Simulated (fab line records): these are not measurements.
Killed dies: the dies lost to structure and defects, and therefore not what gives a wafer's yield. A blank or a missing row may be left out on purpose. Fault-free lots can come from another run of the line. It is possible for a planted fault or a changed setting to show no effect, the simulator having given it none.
Comparing a struck lot with a sound one / flow n5Finfet / 17 steps out of a route of 1938
Sound: these wafers, L824.3, L824.4, L824.6. Wafers struck: L831.1, L831.2, L831.4. The cause is named last.
Each step with rows lists, per side, the tool, then ch with its chambers, then its first start. Under that, the readings that differ: sound wafers / struck wafers / difference of the means / sigmas: that difference in standard deviations of wafers without a fault.
alike: readings with means less than 2 such deviations apart, plus words and numbers identical on both sides. not compared: withheld readings, readings lacking a value on some wafer, bounds such as >300 that could conceal the same value, and numbers that have no deviation in the record and whose values overlap.
A row with sigmas, a row that says differs or no value, or rows on one side alone: a step with any of these is where the two part. Numbers that don't overlap but have no deviation are shown without sigmas and don't part them. Lack of a reading on every wafer of one side parts them only where that side has two or more wafers.

first, 1 step without rows for these wafers: N5_STI_FIN_REVEAL_SRD_21 (time 30 s).
N5_STI_FIN_REVEAL_OXIDATION_33: chemistry O2 PLASMA REMOTE, time 20 s.
  sound on plasmaAsher-01 ch 0,1, day 2 12:08; struck on plasmaAsher-01 ch 0,1, day 4 09:12
  alike: drypumpMotorCurrentA, heaterPowerW, o2FlowSccm
  not compared: rfHoursCounterH
then, 2 steps without rows for these wafers: N5_STI_FIN_REVEAL_CLEAN_19 (cleans in O3/DIW, time 120 s); N5_STI_FIN_REVEAL_SRD_23 (time 30 s).
N5_STI_FIN_REVEAL_CD_MEAS_22: target cd 6.238 nm, pitch 28 nm.
  struck on cdSem-01, day 4 09:22; sound on cdSem-03, day 2 12:17
  alike: cdNm
N5_STI_FIN_REVEAL_FIN_H_MEAS_10:
  struck on ocd-01, day 4 09:23; sound on ocd-01, day 2 12:19
  alike: trenchDepthNm
then, 2 steps without rows for these wafers: N5_STI_FIN_REVEAL_PRECLEAN_18 (cleans in SC2, time 45 s); N5_STI_FIN_REVEAL_SRD_28 (time 30 s).
N5_STI_FIN_REVEAL_INSPECT_13: inspects for defects (darkfield).
  struck on defectInspect-01, day 4 09:29; sound on defectInspect-01, day 2 12:24
  alike: rawDefectCount
then, 2 steps without rows for these wafers: N5_DUMMY_GATE_PRECLEAN_00 (cleans in O3/DIW, time 60 s); N5_DUMMY_GATE_SRD_01 (time 30 s).
N5_DUMMY_GATE_ALD_02: deposits SiO2, target thk 2 nm, pulse time 1 s.
  sound on aldSin-01 ch 0,3, day 2 12:29; struck on aldSin-01 ch 0,2,3, day 4 09:35
  alike: heaterPowerW, precursorPulseHeightRel
N5_DUMMY_GATE_CVD_03: deposits a-Si from SiH4, target thk 150 nm, time 8042 s.
  sound on lpcvd-02 ch 1/75,1/79,1/89, day 2 13:15; struck on lpcvd-01 ch 1/104,1/90,1/95, day 4 09:41
reading=spikeTcBottomC (C); sound=554.4 554.4 554.4; struck=540.8 540.8 540.8; difference=-13.6; sigmas=-5
reading=spikeTcCentreC (C); sound=531.1 531.1 531.1; struck=515.2 515.2 515.2; difference=-15.9; sigmas=-26
reading=spikeTcLowerC (C); sound=529.6 529.6 529.6; struck=513.1 513.1 513.1; difference=-16.5; sigmas=-23
reading=spikeTcTopC (C); sound=552 552 552; struck=541 541 541; difference=-11; sigmas=-3
reading=spikeTcUpperC (C); sound=530.5 530.5 530.5; struck=514.2 514.2 514.2; difference=-16.3; sigmas=-14
reading=susceptorTempC (C); sound=530.22 530.22 530.22; struck=515.36 515.36 515.36; difference=-14.86; sigmas=-99 or more
reading=model.a-Si_of_DUMMY_GATE_CVD_03.thkNm (nm); sound=148.8 150.4 149.4; struck=99 98.6 99.2; difference=-51; sigmas=
  alike: zonePowerCentrePct
then, 2 steps without rows for these wafers: N5_DUMMY_GATE_PRECLEAN_46 (cleans in DIW, time 89.5 s); N5_DUMMY_GATE_SRD_47 (dry time 32 s).
N5_DUMMY_GATE_CMP_04: polishes a-Si.
  sound on cmp-03 ch 1,3, day 2 17:02; struck on cmp-01 ch 0,2,3, day 4 13:29
reading=timeToEndpointS (s); sound=11.2 12.1 11.2; struck=3.4 3.0 1.1; difference=-9.0; sigmas=-4
  alike: motorCurrentA
N5_BEOL_M4_RC_MEAS_101:
  the record has rows for the sound wafers here (prober-02 ch 0, day 7 21:17) and none for the struck ones

## WHERE THEY PART
Earliest at N5_DUMMY_GATE_CVD_03; latest, in this record, at N5_BEOL_M4_RC_MEAS_101.

WHY: the cause the simulator had injected
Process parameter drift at N5_DUMMY_GATE_CVD_03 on lpcvd-01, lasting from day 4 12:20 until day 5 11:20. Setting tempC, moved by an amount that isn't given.
